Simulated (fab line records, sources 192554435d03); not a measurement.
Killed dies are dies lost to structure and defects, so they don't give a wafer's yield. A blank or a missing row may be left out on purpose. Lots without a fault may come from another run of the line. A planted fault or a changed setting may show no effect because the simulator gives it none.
fab line records | flow n5_finfet
record lots=24 wafers=72 last_day=20
route steps=1938 shown FIN_SAQP@113 DUMMY_GATE@232
lots that met no fault: from a run of the same line without faults
start_h: hours from the record's first day to the start of the lot's first wafer shown | wait_h: hours since the lot's step before | " the same as in the row above | L1.1+2: a row that stands for several wafers | - no value, or no start given | * or withheld: withheld | < > ~ a bound
route shown NAME@n: a module of which the file shows steps, and the number in the route of the first | usual: mean/standard deviation of fault-free wafers | same: alike in all rows | chamber/n: place in a boat | sites: the reading at each site | _std_site: their standard deviation | _edge_site: outer sites' mean less inner sites' | radius_mm: how far each site lies from the wafer's centre | mask NAME#n: copy n | behind: the tool/chamber that last shaped the wafer | hold: why the lot was held/for how many hours/how that ended | device: the transistor (n, p or np) that didn't switch | end of line: the same wafers' tests at the end of the route | a step without rows: its recipe alone | killed: dies lost to structure and defects at the first sort, not the wafer's yield | map: a wafer's dies, x killed, . not, _ none there
set.NAME: the setting as run; set.NAME@STEP: as run at that earlier step | model.NAME: the simulator's own value behind a step, which no gauge read
steps of the route over a sample of lots; a table a step, a row a wafer
services: from which hour (start_h, from the record's first day; less than 0 if before it) a tool's chamber was out of use, for how many hours, and why
## steps
# step N5_FIN_SAQP_INSPECT_18
# recipe mode=adi inspect_instrument=brightfield
# usual raw_defect_count=421/120
# columns lot.wafer tool chamber start_h wait_h raw_defect_count
L074.3 defect_inspect-01 - 22.38 0.0 268
L074.4 " - " " 373
L074.5 " - " " 315
L075.2 defect_inspect-02 - 28.21 0.0 531
L075.4 " - " " 661
L075.6 " - " " 441
L076.1 defect_inspect-01 - 33.20 0.0 375
L076.4 " - " " 490
L076.6 " - " " 378
L077.1 defect_inspect-02 - 39.85 0.0 254
L077.2 " - " " 411
L077.5 " - " " 458
L078.1 defect_inspect-01 - 48.60 0.0 370
L078.3 " - " " 421
L078.4 " - " " 354
L079.1 defect_inspect-02 - 51.43 0.0 476
L079.2 " - " " 474
L079.6 " - " " 405
L080.1 defect_inspect-01 - 57.97 0.0 441
L080.2 " - " " 600
L080.5 " - " " 410
L081.1 defect_inspect-01 - 64.44 0.0 472
L081.3 " - " " 457
L081.4 " - " " 469
L082.3 defect_inspect-01 - 69.70 0.0 373
L082.5 " - " " 294
L082.6 " - " " 290
L083.1 defect_inspect-02 - 75.91 0.0 294
L083.5 " - " " 319
L083.6 " - " " 384
L084.3 defect_inspect-01 - 81.95 0.0 661
L084.5 " - " " 552
L084.6 " - " " 893
L085.3 defect_inspect-02 - 88.22 0.0 374
L085.4 " - " " 309
L085.6 " - " " 302
L086.2 defect_inspect-02 - 96.41 0.0 473
L086.3 " - " " 344
L086.6 " - " " 454
L087.3 defect_inspect-02 - 100.99 0.0 409
L087.4 " - " " 462
L087.6 " - " " 292
L088.3 defect_inspect-02 - 105.64 0.0 248
L088.5 " - " " 313
L088.6 " - " " 281
L089.2 defect_inspect-02 - 111.42 0.0 421
L089.4 " - " " 493
L089.5 " - " " 371
L090.2 defect_inspect-01 - 120.66 0.0 441
L090.4 " - " " 297
L090.5 " - " " 307
L091.1 defect_inspect-02 - 126.11 0.0 481
L091.3 " - " " 440
L091.4 " - " " 336
L092.2 defect_inspect-01 - 129.71 0.0 407
L092.3 " - " " 495
L092.4 " - " " 454
L093.3 defect_inspect-02 - 148.14 0.0 601
L093.5 " - " " 690
L093.6 " - " " 340
L094.1 defect_inspect-02 - 156.36 0.0 382
L094.2 " - " " 316
L094.6 " - " " 283
L095.1 defect_inspect-01 - 157.03 0.0 647
L095.4 " - " " 684
L095.6 " - " " 397
L096.1 defect_inspect-02 - 158.09 0.0 582
L096.3 " - " " 351
L096.6 " - " " 440
L097.1 defect_inspect-01 - 162.49 0.0 387
L097.2 " - " " 410
L097.6 " - " " 274
# step N5_FIN_SAQP_CD_MEAS_27
# recipe target_cd_nm=20 landing_energy_ev=1000 detector=se_inlens polarity=line
# usual cd_nm=20.31/0.21
# columns lot.wafer tool chamber start_h wait_h cd_nm
L074.3 cd_sem-02 0 24.94 0.1 20.25
L074.4 " 0 " " 20.51
L074.5 " 0 " " 20.12
L075.2 cd_sem-01 0 31.02 0.1 20.17
L075.4 " 0 " " 20.47
L075.6 " 0 " " 20.36
L076.1 cd_sem-03 0 35.24 0.1 20.51
L076.4 " 0 " " 20.53
L076.6 " 0 " " 20.54
L077.1 cd_sem-02 0 42.43 0.1 20.06
L077.2 " 0 " " 19.99
L077.5 " 0 " " 20.28
L078.1 cd_sem-01 0 50.64 0.1 20.13
L078.3 " 0 " " 19.94
L078.4 " 0 " " 20.28
L079.1 cd_sem-01 0 53.75 0.1 20.24
L079.2 " 0 " " 20.21
L079.6 " 0 " " 20.39
L080.1 cd_sem-01 0 60.09 0.1 20.27
L080.2 " 0 " " 20.35
L080.5 " 0 " " 19.98
L081.1 cd_sem-03 0 66.48 0.1 20.57
L081.3 " 0 " " 20.48
L081.4 " 0 " " 20.63
L082.3 cd_sem-02 0 71.76 0.1 20.42
L082.5 " 0 " " 19.96
L082.6 " 0 " " 20.75
L083.1 cd_sem-02 0 78.70 0.1 20.38
L083.5 " 0 " " 20.60
L083.6 " 0 " " 20.07
L084.3 cd_sem-03 0 84.00 0.1 20.28
L084.5 " 0 " " 20.39
L084.6 " 0 " " 20.26
L085.3 cd_sem-01 0 91.52 0.1 20.43
L085.4 " 0 " " 20.18
L085.6 " 0 " " 20.61
L086.2 cd_sem-02 0 99.90 0.1 20.38
L086.3 " 0 " " 20.72
L086.6 " 0 " " 20.47
L087.3 cd_sem-01 0 103.12 0.1 20.49
L087.4 " 0 " " 20.55
L087.6 " 0 " " 20.53
L088.3 cd_sem-02 0 108.13 0.1 20.19
L088.5 " 0 " " 20.42
L088.6 " 0 " " 20.75
L089.2 cd_sem-03 0 114.00 0.1 20.60
L089.4 " 0 " " 20.03
L089.5 " 0 " " 20.01
L090.2 cd_sem-01 0 125.47 0.1 20.25
L090.4 " 0 " " 19.97
L090.5 " 0 " " 20.39
L091.1 cd_sem-02 0 128.39 0.1 20.23
L091.3 " 0 " " 20.19
L091.4 " 0 " " 20.33
L092.2 cd_sem-03 0 132.13 0.1 20.35
L092.3 " 0 " " 20.32
L092.4 " 0 " " 20.03
L093.3 cd_sem-03 0 151.79 0.1 20.08
L093.5 " 0 " " 20.41
L093.6 " 0 " " 20.49
L094.1 cd_sem-03 0 159.06 0.1 20.51
L094.2 " 0 " " 20.17
L094.6 " 0 " " 20.73
L095.1 cd_sem-02 0 161.25 0.1 20.43
L095.4 " 0 " " 20.42
L095.6 " 0 " " 20.67
L096.1 cd_sem-03 0 161.46 0.1 20.32
L096.3 " 0 " " 20.27
L096.6 " 0 " " 20.83
L097.1 cd_sem-01 0 164.84 0.1 20.31
L097.2 " 0 " " 20.32
L097.6 " 0 " " 20.00
# step N5_FIN_SAQP_SPACER2_ALD_28
# recipe material=SiO2 target_thk_a=81 temp_c=300 ald_precursor_family=BDEAS ald_co_reactant=O2-plasma pulse_time_s=1 purge_time_s=2 co_reactant_purge_time_s=2 pressure_torr=2
# usual heater_power_w=434/45 precursor_pulse_height_rel=0.999/0.021
# columns lot.wafer tool chamber start_h wait_h heater_power_w precursor_pulse_height_rel
L074.3 ald_sin-01 1 25.96 0.1 414 1.008
L074.4 " 2 " " 474 1.023
L074.5 " 1 " " 416 0.991
L075.2 ald_sin-04 1 32.03 0.1 429 0.999
L075.4 " 2 " " 428 1.005
L075.6 " 2 " " 440 0.965
L076.1 ald_sin-01 3 36.26 0.1 491 1.002
L076.4 " 0 " " 509 0.971
L076.6 " 3 " " 479 1.053
L077.1 ald_sin-04 1 44.58 1.0 419 0.984
L077.2 " 0 " " 417 0.981
L077.5 " 3 " " 415 0.987
L078.1 ald_sin-02 2 51.73 0.1 355 1.008
L078.3 " 3 " " 413 0.993
L078.4 " 1 " " 551 1.014
L079.1 ald_sin-02 2 54.79 0.1 367 1.024
L079.2 " 3 " " 434 1.005
L079.6 " 0 " " 421 0.970
L080.1 ald_sin-01 1 61.18 0.1 411 1.017
L080.2 " 2 " " 491 0.998
L080.5 " 0 " " 505 0.989
L081.1 ald_sin-02 3 67.50 0.1 435 1.013
L081.3 " 1 " " 515 0.976
L081.4 " 0 " " 437 0.999
L082.3 ald_sin-04 1 73.11 0.2 424 0.994
L082.5 " 1 " " 432 0.980
L082.6 " 0 " " 405 0.960
L083.1 ald_sin-02 2 79.77 0.1 354 0.983
L083.5 " 2 " " 373 0.999
L083.6 " 3 " " 435 0.991
L084.3 ald_sin-01 3 85.03 0.1 481 1.027
L084.5 " 2 " " 495 0.995
L084.6 " 1 " " 411 1.028
L085.3 ald_sin-02 1 95.44 2.5 549 0.982
L085.4 " 3 " " 429 0.990
L085.6 " 0 " " 423 1.004
L086.2 ald_sin-01 0 100.92 0.1 501 1.013
L086.3 " 1 " " 417 0.982
L086.6 " 3 " " 476 0.975
L087.3 ald_sin-04 3 104.15 0.1 429 1.000
L087.4 " 2 " " 416 0.969
L087.6 " 0 " " 372 1.035
L088.3 ald_sin-04 3 109.14 0.1 434 0.992
L088.5 " 0 " " 379 0.988
L088.6 " 1 " " 430 0.977
L089.2 ald_sin-02 0 115.37 0.4 434 1.026
L089.4 " 2 " " 365 1.004
L089.5 " 2 " " 366 0.991
L090.2 ald_sin-02 0 127.01 0.1 435 0.965
L090.4 " 1 " " 528 1.006
L090.5 " 3 " " 434 1.024
L091.1 ald_sin-04 1 130.17 0.8 421 1.000
L091.3 " 0 " " 378 1.002
L091.4 " 2 " " 413 0.977
L092.2 ald_sin-04 3 133.15 0.1 430 0.966
L092.3 " 1 " " 415 0.972
L092.4 " 2 " " 413 1.008
L093.3 ald_sin-04 3 153.03 0.1 436 1.063
L093.5 " 2 " " 405 1.016
L093.6 " 1 " " 438 0.985
L094.1 ald_sin-04 3 161.12 1.1 441 0.968
L094.2 " 2 " " 407 1.009
L094.6 " 2 " " 408 1.025
L095.1 ald_sin-01 3 162.60 0.1 476 1.009
L095.4 " 1 " " 412 0.988
L095.6 " 0 " " 513 1.001
L096.1 ald_sin-04 2 162.84 0.2 415 1.041
L096.3 " 1 " " 418 0.975
L096.6 " 0 " " 385 0.984
L097.1 ald_sin-04 1 166.06 0.1 426 1.017
L097.2 " 3 " " 432 0.967
L097.6 " 2 " " 420 0.986
# step N5_DUMMY_GATE_OVL_MEAS_16
# recipe points_per_wafer=522
# usual GATE_OVL=-0.4/0.71
# same points_per_wafer=522
# columns lot.wafer tool chamber start_h wait_h GATE_OVL[nm]
L074.3 overlay-02 0 46.92 0.0 -0.1
L074.4 " 0 " " -0.6
L074.5 " 0 " " -0.5
L075.2 overlay-01 0 55.84 0.0 -2.6
L075.4 " 0 " " 0.0
L075.6 " 0 " " -0.1
L076.1 overlay-02 0 58.59 0.0 1.7
L076.4 " 0 " " -0.2
L076.6 " 0 " " -0.1
L077.1 overlay-02 0 66.82 0.0 -0.7
L077.2 " 0 " " -0.5
L077.5 " 0 " " 0.1
L078.1 overlay-02 0 71.62 0.0 0.3
L078.3 " 0 " " -0.2
L078.4 " 0 " " 0.2
L079.1 overlay-02 0 75.36 0.0 -0.9
L079.2 " 0 " " -0.9
L079.6 " 0 " " -0.6
L080.1 overlay-02 0 80.98 0.0 0.5
L080.2 " 0 " " -0.4
L080.5 " 0 " " -0.4
L081.1 overlay-02 0 88.63 0.0 -0.4
L081.3 " 0 " " -0.5
L081.4 " 0 " " 0.1
L082.3 overlay-02 0 93.17 0.0 0.1
L082.5 " 0 " " 0.0
L082.6 " 0 " " -0.7
L083.1 overlay-02 0 99.64 0.0 -0.9
L083.5 " 0 " " -1.2
L083.6 " 0 " " -0.5
L084.3 overlay-02 0 105.48 0.0 -1.2
L084.5 " 0 " " -0.4
L084.6 " 0 " " -0.9
L085.3 overlay-02 0 117.04 0.0 -0.2
L085.4 " 0 " " -0.5
L085.6 " 0 " " -0.7
L086.2 overlay-02 0 121.19 0.0 -0.8
L086.3 " 0 " " -0.4
L086.6 " 0 " " -0.2
L087.3 overlay-01 0 126.44 0.0 -1.2
L087.4 " 0 " " 0.9
L087.6 " 0 " " -0.6
L088.3 overlay-01 0 129.72 0.0 -0.5
L088.5 " 0 " " -0.5
L088.6 " 0 " " -1.3
L089.2 overlay-01 0 143.06 7.5 -0.4
L089.4 " 0 " " -0.7
L089.5 " 0 " " -1.2
L090.2 overlay-01 0 147.31 0.0 0.2
L090.4 " 0 " " -0.1
L090.5 " 0 " " 0.6
L091.1 overlay-01 0 161.01 0.0 -0.3
L091.3 " 0 " " 0.4
L091.4 " 0 " " -0.6
L092.2 overlay-01 0 162.17 0.0 -1.0
L092.3 " 0 " " -0.8
L092.4 " 0 " " -0.7
L093.3 overlay-02 0 175.15 0.0 -1.5
L093.5 " 0 " " -1.0
L093.6 " 0 " " -2.3
L095.1 overlay-01 0 183.06 0.0 -0.8
L095.4 " 0 " " 0.4
L095.6 " 0 " " -1.2
L094.1 overlay-01 0 186.48 0.0 0.5
L094.2 " 0 " " 1.0
L094.6 " 0 " " 0.2
L097.1 overlay-02 0 186.97 0.0 -0.5
L097.2 " 0 " " -1.4
L097.6 " 0 " " -0.3
L096.1 overlay-01 0 187.01 0.0 -0.1
L096.3 " 0 " " -0.5
L096.6 " 0 " " 0.4
# step N5_DUMMY_GATE_ETCH_37
# recipe chemistry=N2/H2 target=SOC target_depth_a=600 overetch_a=300 temp_c=40 ion_energy_ev=200 pressure_mtorr=30 source_w=840 bias_w=150 n2_flow_sccm=200 h2_flow_sccm=200
# usual drypump_motor_current_A=5.8/0.57 oes_product_au=0.62/0.065 rf_fwd_power_W=831/4.1 rf_vpp_V=524.1/2.5 showerhead_plenum_p_Torr=2.55/0.081 throttle_valve_pct=17.95/0.18
# columns lot.wafer tool chamber start_h wait_h drypump_motor_current_A oes_product_au rf_fwd_power_W rf_hours_counter_h rf_vpp_V showerhead_plenum_p_Torr throttle_valve_pct
L074.3 rie_diel-06 1 47.32 0.0 5.2 0.56 829 203 526.9 2.62 17.92
L074.4 " 2 " " 6.4 0.64 836 108 520.4 2.46 17.86
L074.5 " 0 " " 6.4 0.58 828 - 526.5 2.63 18.13
L075.2 rie_diel-03 0 56.07 0.0 5.5 0.60 834 157 523.8 2.53 17.96
L075.4 " 1 " " 6.2 0.60 833 130 521.6 2.45 17.54
L075.6 " 0 " " 5.6 0.60 834 - 524.6 2.53 17.96
L076.1 rie_diel-03 2 58.82 0.0 5.0 0.63 830 109 526.6 2.66 17.78
L076.4 " 3 " " 5.3 0.78 830 2 525.6 2.61 17.79
L076.6 " 0 " " 5.6 0.60 834 - 523.3 2.53 17.96
L077.1 rie_diel-06 0 67.06 0.0 6.4 0.58 829 191 527.1 2.63 18.16
L077.2 " 2 " " 6.4 0.64 833 113 521.2 2.46 17.86
L077.5 " 1 " " 5.2 0.56 834 - 527.5 2.62 17.92
L078.1 rie_diel-06 1 71.87 0.0 5.2 0.55 835 210 524.4 2.62 17.94
L078.3 " 3 " " 5.2 0.70 826 21 524.7 2.60 18.03
L078.4 " 0 " " 6.4 0.57 825 193 527.0 2.63 18.14
L079.1 rie_diel-01 1 75.63 0.0 6.3 0.63 832 105 524.8 2.56 17.75
L079.2 " 2 " " 6.5 0.56 832 241 518.6 2.40 18.42
L079.6 " 3 " " 6.0 0.54 831 - 522.1 2.50 18.18
L080.1 rie_diel-03 2 81.45 0.0 5.0 0.63 830 117 528.3 2.66 17.80
L080.2 " 3 " " 5.3 0.75 818 10 525.9 2.61 17.79
L080.5 " 0 " " 5.5 0.59 839 - 523.7 2.53 17.97
L081.1 rie_diel-06 3 88.87 0.0 5.2 0.69 826 26 525.2 2.59 18.02
L081.3 " 2 " " 6.4 0.64 830 119 522.6 2.45 17.88
L081.4 " 0 " " 6.4 0.57 829 197 525.9 2.63 18.16
L082.3 rie_diel-01 2 93.55 0.0 6.4 0.56 829 246 519.9 2.40 18.43
L082.5 " 1 " " 6.3 0.63 837 - 523.5 2.56 17.76
L082.6 " 2 " " 6.4 0.56 829 - 519.6 2.40 18.43
L083.1 rie_diel-06 3 99.88 0.0 5.2 0.69 829 29 524.8 2.59 18.02
L083.5 " 3 " " 5.2 0.68 827 - 524.5 2.59 18.04
L083.6 " 2 " " 6.4 0.63 830 - 522.5 2.45 17.87
L084.3 rie_diel-01 0 105.70 0.0 6.6 0.66 830 63 521.4 2.47 18.04
L084.5 " 3 " " 6.0 0.53 833 - 522.4 2.50 18.19
L084.6 " 2 " " 6.4 0.56 832 - 518.7 2.40 18.43
L085.3 rie_diel-03 2 117.27 0.0 5.0 0.63 828 125 525.5 2.66 17.81
L085.4 " 1 " " 6.1 0.59 832 138 521.6 2.44 17.57
L085.6 " 0 " " 5.6 0.59 830 - 524.2 2.53 17.98
L086.2 rie_diel-03 1 121.42 0.0 6.1 0.59 834 138 519.5 2.44 17.57
L086.3 " 2 " " 5.0 0.63 827 126 527.9 2.66 17.83
L086.6 " 2 " " 5.0 0.62 826 - 526.5 2.66 17.81
L087.3 rie_diel-03 1 126.85 0.0 6.1 0.60 836 139 520.7 2.44 17.56
L087.4 " 3 " " 5.4 0.73 828 19 525.3 2.60 17.81
L087.6 " 0 " " 5.6 0.58 835 - 523.5 2.53 18.00
L088.3 rie_diel-06 0 129.95 0.0 6.5 0.56 824 206 526.8 2.62 18.18
L088.5 " 2 " " 6.4 0.63 838 - 521.4 2.45 17.89
L088.6 " 1 " " 5.2 0.55 834 - 526.5 2.61 17.97
L089.2 rie_diel-06 2 144.22 0.0 6.4 0.63 832 131 519.5 2.45 17.88
L089.4 " 1 " " 5.2 0.55 828 226 525.1 2.61 17.95
L089.5 " 3 " " 5.2 0.67 828 - 522.8 2.59 18.07
L090.2 rie_diel-01 1 147.55 0.0 6.3 0.61 834 125 524.6 2.55 17.78
L090.4 " 0 " " 6.6 0.64 824 76 521.3 2.47 18.05
L090.5 " 2 " " 6.4 0.75 834 - 528.9 2.72 18.02
L091.1 rie_diel-01 0 161.25 0.0 6.6 0.64 828 80 521.4 2.46 18.09
L091.3 " 2 " " 6.4 0.73 834 7 528.1 2.72 18.01
L091.4 " 1 " " 6.3 0.61 832 - 523.0 2.55 17.81
L092.2 rie_diel-03 1 162.41 0.0 6.1 0.58 836 147 521.3 2.44 17.60
L092.3 " 0 " " 5.6 0.58 835 181 523.8 2.53 18.00
L092.4 " 2 " " 5.0 0.61 824 135 528.1 2.65 17.83
L093.3 rie_diel-06 1 175.37 0.0 5.2 0.54 831 236 526.1 2.61 17.97
L093.5 " 1 " " 5.2 0.55 836 - 526.0 2.61 17.98
L093.6 " 0 " " 6.4 0.56 825 - 525.8 2.62 18.19
L095.1 rie_diel-06 2 183.61 0.0 6.4 0.61 835 142 520.6 2.44 17.91
L095.4 " 1 " " 5.2 0.54 830 238 525.2 2.61 17.99
L095.6 " 1 " " 5.2 0.55 830 - 525.8 2.61 17.98
L094.1 rie_diel-06 0 186.72 0.0 6.4 0.56 827 220 525.6 2.62 18.19
L094.2 " 1 " " 5.2 0.54 830 239 526.5 2.61 17.97
L094.6 " 1 " " 5.2 0.54 833 - 524.5 2.61 17.98
L097.1 rie_diel-01 0 187.21 0.0 6.6 0.64 831 90 521.0 2.46 18.10
L097.2 " 2 " " 6.4 0.73 836 18 529.1 2.71 18.04
L097.6 " 0 " " 6.6 0.64 831 - 522.4 2.46 18.11
L096.1 rie_diel-03 3 187.51 0.0 5.4 0.71 823 37 524.9 2.59 17.85
L096.3 " 2 " " 5.0 0.61 828 144 527.6 2.65 17.84
L096.6 " 2 " " 5.0 0.61 827 - 528.4 2.65 17.84
# step N5_DUMMY_GATE_ETCH_31
# recipe chemistry=C4F6/O2 target=SiO2 mask_material=SOC target_depth_a=825 time_s=27.5 ion_energy_ev=250 pressure_mtorr=30 source_w=345 bias_w=185 Ar_flow_sccm=300 C4F6_flow_sccm=10 O2_flow_sccm=10
# usual drypump_motor_current_A=5.8/0.58 mfc_ar_sccm=300.0/0.82 oes_product_au=0.79/0.079 rf_fwd_power_W=341.3/1.5 rf_vpp_V=667/6.2 showerhead_plenum_p_Torr=2.87/0.08 throttle_valve_pct=21.28/0.18
# columns lot.wafer tool chamber start_h wait_h drypump_motor_current_A mfc_ar_sccm oes_product_au rf_fwd_power_W rf_hours_counter_h rf_vpp_V showerhead_plenum_p_Torr throttle_valve_pct
L074.3 rie_diel-03 1 47.66 0.1 6.1 300.3 0.77 342.0 128 657 2.74 20.72
L074.4 " 2 " " 5.0 300.2 0.79 339.5 - 677 2.99 21.21
L074.5 " 1 " " 6.1 301.2 0.77 343.4 - 656 2.74 20.74
L075.2 rie_diel-03 1 56.35 0.0 6.1 298.9 0.77 342.7 130 655 2.74 20.72
L075.4 " 3 " " 5.4 299.8 1.00 340.8 1 672 2.90 21.10
L075.6 " 0 " " 5.5 300.3 0.75 344.0 - 665 2.85 21.37
L076.1 rie_diel-06 0 59.10 0.0 6.4 299.6 0.72 339.2 189 671 2.95 21.48
L076.4 " 3 " " 5.2 299.3 0.88 339.0 18 669 2.89 21.34
L076.6 " 3 " " 5.2 300.1 0.88 340.0 - 671 2.89 21.34
L077.1 rie_diel-06 1 67.60 0.2 5.2 299.2 0.69 343.4 208 665 2.92 21.22
L077.2 " 2 " " 6.4 300.0 0.81 343.3 113 659 2.76 21.24
L077.5 " 0 " " 6.5 300.7 0.72 339.9 - 671 2.95 21.48
L078.1 rie_diel-06 0 72.37 0.0 6.4 300.3 0.73 338.8 193 670 2.95 21.50
L078.3 " 1 " " 5.2 300.2 0.68 341.5 210 666 2.92 21.23
L078.4 " 2 " " 6.4 299.2 0.80 342.3 115 659 2.76 21.25
L079.1 rie_diel-06 3 75.91 0.0 5.2 301.3 0.88 338.8 23 670 2.89 21.33
L079.2 " 1 " " 5.2 300.1 0.69 341.3 211 666 2.92 21.23
L079.6 " 0 " " 6.5 299.9 0.73 339.8 - 670 2.95 21.47
L080.1 rie_diel-06 3 81.73 0.0 5.2 300.9 0.87 340.1 24 668 2.89 21.34
L080.2 " 2 " " 6.4 299.9 0.80 342.7 117 659 2.76 21.26
L080.5 " 1 " " 5.2 300.1 0.69 342.0 - 665 2.92 21.23
L081.1 rie_diel-06 3 89.14 0.0 5.2 299.1 0.86 338.9 26 670 2.89 21.33
L081.3 " 0 " " 6.4 300.3 0.72 340.5 197 672 2.95 21.48
L081.4 " 2 " " 6.4 299.2 0.79 340.7 119 658 2.76 21.24
L082.3 rie_diel-06 3 93.83 0.0 5.2 300.6 0.87 340.4 27 668 2.89 21.34
L082.5 " 3 " " 5.2 299.0 0.87 340.1 - 669 2.89 21.33
L082.6 " 0 " " 6.5 301.4 0.72 339.8 - 672 2.95 21.50
L083.1 rie_diel-06 2 100.16 0.0 6.4 300.8 0.79 342.9 122 658 2.76 21.26
L083.5 " 2 " " 6.4 300.4 0.79 342.3 - 659 2.76 21.25
L083.6 " 1 " " 5.2 300.0 0.69 344.3 - 664 2.92 21.24
L084.3 rie_diel-01 2 105.98 0.0 6.4 299.3 0.70 343.1 249 662 2.68 21.66
L084.5 " 1 " " 6.3 300.1 0.79 342.4 - 669 2.86 21.06
L084.6 " 0 " " 6.7 300.0 0.84 341.8 - 669 2.77 21.48
L085.3 rie_diel-06 2 117.54 0.0 6.4 299.2 0.79 342.3 126 660 2.76 21.26
L085.4 " 3 " " 5.2 299.2 0.86 339.4 33 669 2.89 21.35
L085.6 " 3 " " 5.2 299.2 0.86 339.2 - 670 2.89 21.36
L086.2 rie_diel-06 1 121.79 0.1 5.2 298.8 0.69 342.5 222 665 2.92 21.26
L086.3 " 0 " " 6.5 302.3 0.71 340.1 204 671 2.94 21.50
L086.6 " 3 " " 5.2 300.4 0.86 339.5 - 669 2.89 21.36
L087.3 rie_diel-01 1 127.15 0.0 6.3 299.7 0.78 341.5 121 669 2.85 21.07
L087.4 " 3 " " 6.0 299.3 0.66 343.4 - 658 2.80 21.57
L087.6 " 0 " " 6.6 299.5 0.82 341.7 - 669 2.77 21.49
L088.3 rie_diel-06 0 130.22 0.0 6.4 301.0 0.71 338.7 207 669 2.94 21.51
L088.5 " 1 " " 5.2 301.2 0.69 341.8 - 666 2.92 21.25
L088.6 " 2 " " 6.4 300.9 0.78 343.0 - 658 2.76 21.26
L089.2 rie_diel-03 3 144.71 0.1 5.3 300.9 0.92 340.5 21 672 2.89 21.12
L089.4 " 2 " " 5.0 301.6 0.78 342.2 129 679 2.98 21.26
L089.5 " 2 " " 5.0 301.2 0.77 341.3 - 679 2.98 21.24
L090.2 rie_diel-03 3 147.83 0.0 5.4 300.3 0.92 339.3 23 671 2.89 21.14
L090.4 " 1 " " 6.1 299.8 0.75 343.9 143 655 2.73 20.74
L090.5 " 0 " " 5.6 300.9 0.73 343.7 - 665 2.84 21.40
L091.1 rie_diel-06 3 161.53 0.0 5.2 300.4 0.85 340.7 41 669 2.88 21.37
L091.3 " 1 " " 5.2 300.3 0.69 339.2 231 666 2.91 21.25
L091.4 " 2 " " 6.4 300.5 0.78 341.0 136 658 2.76 21.28
L092.2 rie_diel-03 0 162.69 0.0 5.5 299.5 0.73 342.8 181 664 2.84 21.40
L092.3 " 2 " " 5.0 299.4 0.77 341.8 135 679 2.98 21.26
L092.4 " 3 " " 5.3 300.1 0.92 340.4 28 674 2.89 21.17
L093.3 rie_diel-01 2 175.65 0.0 6.4 301.1 0.93 342.0 14 673 3.02 21.34
L093.5 " 3 " " 6.0 300.7 0.99 340.1 - 659 2.79 21.19
L093.6 " 2 " " 6.4 301.2 0.92 342.1 - 672 3.02 21.35
L095.1 rie_diel-06 0 183.89 0.0 6.4 300.0 0.70 342.1 219 671 2.94 21.51
L095.4 " 1 " " 5.2 299.3 0.68 342.3 238 665 2.91 21.27
L095.6 " 3 " " 5.2 300.7 0.83 339.9 - 668 2.88 21.37
L094.1 rie_diel-03 2 187.04 0.0 5.0 299.9 0.76 340.4 144 677 2.97 21.27
L094.2 " 3 " " 5.4 300.0 0.90 340.1 37 673 2.89 21.15
L094.6 " 2 " " 5.0 298.3 0.76 340.7 - 679 2.97 21.26
L097.1 rie_diel-01 3 187.53 0.1 6.0 298.7 0.98 341.4 5 658 2.79 21.25
L097.2 " 2 " " 6.4 300.0 0.92 342.1 18 672 3.01 21.35
L097.6 " 1 " " 6.3 300.8 0.76 343.9 - 668 2.84 21.10
L096.1 rie_diel-03 0 188.10 0.3 5.5 300.0 0.72 343.2 192 665 2.83 21.43
L096.3 " 2 " " 5.0 300.2 0.76 340.4 145 678 2.97 21.28
L096.6 " 3 " " 5.4 300.4 0.90 341.5 - 671 2.89 21.17
## services
# columns tool chamber start_h hours kind
ald_sin-01 3 3.24 1.5 repair
ald_sin-01 0 20.47 6.9 repair
rie_diel-01 1 28.63 15.2 repair
ald_sin-04 3 34.95 1.3 repair
rie_diel-03 3 37.19 - clean
rie_diel-03 3 37.19 - consumable_replace:focus_ring
rie_diel-03 3 37.19 11.0 scheduled_down
rie_diel-03 3 37.19 11.0 vent_cycle
ald_sin-02 - 40.99 6.0 pm
ald_sin-04 3 41.27 1.6 repair
rie_diel-03 - 56.58 0.7 repair
rie_diel-06 2 62.12 2.9 repair
rie_diel-03 1 63.66 28.1 repair
ald_sin-01 3 69.84 2.9 repair
ald_sin-02 - 75.15 1.5 repair
rie_diel-01 0 75.90 1.5 repair
ald_sin-04 - 85.25 14.0 pm
ald_sin-04 0 85.25 14.0 vent_cycle
ald_sin-01 - 102.83 2.8 pm
ald_sin-04 - 113.38 14.6 pm
ald_sin-01 - 119.33 4.3 pm
ald_sin-04 - 133.53 6.0 pm
ald_sin-01 - 143.33 14.6 pm
rie_diel-03 1 174.81 17.2 repair
## key
fault none
